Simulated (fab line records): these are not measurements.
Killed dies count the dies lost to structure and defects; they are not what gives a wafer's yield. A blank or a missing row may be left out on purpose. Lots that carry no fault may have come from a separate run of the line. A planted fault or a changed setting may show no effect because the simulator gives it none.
Matching of chambers || flow nand_harc || NHARC_A_CHANNEL_FILL_D1_ALD_02 on ald_hk-03: 4 sister chambers
The step deposits SiO2, target thk 6 nm, pulse time 10 s, ald cycles 60. 8 wafers are shown with their chamber, then 7 later ones without.

## WAFERS WITH THEIR CHAMBER
{"wafer": "L760.4", "chamber": 1, "heater_power_w (W)": 506, "precursor_pulse_height_rel": 1.022}
{"wafer": "L760.6", "chamber": 1, "heater_power_w (W)": 515, "precursor_pulse_height_rel": 0.990}
{"wafer": "L762.5", "chamber": 3, "heater_power_w (W)": 493, "precursor_pulse_height_rel": 1.032}
{"wafer": "L766.4", "chamber": 0, "heater_power_w (W)": 471, "precursor_pulse_height_rel": 1.027}
{"wafer": "L766.5", "chamber": 2, "heater_power_w (W)": 399, "precursor_pulse_height_rel": 1.016}
{"wafer": "L766.6", "chamber": 3, "heater_power_w (W)": 495, "precursor_pulse_height_rel": 0.993}
{"wafer": "L767.2", "chamber": 2, "heater_power_w (W)": 398, "precursor_pulse_height_rel": 1.007}
{"wafer": "L767.3", "chamber": 0, "heater_power_w (W)": 483, "precursor_pulse_height_rel": 0.985}

## WAFERS WITH NO CHAMBER GIVEN
{"wafer": "L767.5", "heater_power_w (W)": 406, "precursor_pulse_height_rel": 1.015}
{"wafer": "L773.1", "heater_power_w (W)": 486, "precursor_pulse_height_rel": 0.987}
{"wafer": "L773.3", "heater_power_w (W)": 404, "precursor_pulse_height_rel": 1.000}
{"wafer": "L773.5", "heater_power_w (W)": 403, "precursor_pulse_height_rel": 1.019}
{"wafer": "L772.1", "heater_power_w (W)": 480, "precursor_pulse_height_rel": 1.009}
{"wafer": "L772.5", "heater_power_w (W)": 513, "precursor_pulse_height_rel": 0.995}
{"wafer": "L772.6", "heater_power_w (W)": 480, "precursor_pulse_height_rel": 1.013}

## WHICH CHAMBER EACH ONE RAN IN
{"wafer": "L767.5", "from the rows above": 2, "in truth": 2}
{"wafer": "L773.1", "from the rows above": "can't be placed: 3 or 0", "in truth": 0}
{"wafer": "L773.3", "from the rows above": 2, "in truth": 2}
{"wafer": "L773.5", "from the rows above": 2, "in truth": 2}
{"wafer": "L772.1", "from the rows above": 0, "in truth": 0}
{"wafer": "L772.5", "from the rows above": 1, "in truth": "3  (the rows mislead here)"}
{"wafer": "L772.6", "from the rows above": "can't be placed: 0 or 3", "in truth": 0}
Correctly placed: 4 of 7. These rows do not allow placing 2 (true chamber among the candidates in 2). 1 placed wrongly.
How it was worked out, from the rows above alone: a wafer's distance from a chamber is the root of the sum, over the readings, of the square of ((its reading less the chamber's mean) divided by the reading's scatter). The wafer belongs to the nearest chamber; if the next one is less than 2 further off, it can't be placed. A chamber's mean is the mean of its shown wafers. The scatter is the square root of a quotient: the sum, over the shown wafers, of each reading's squared deviation from its chamber's mean, divided by wafers minus chambers.
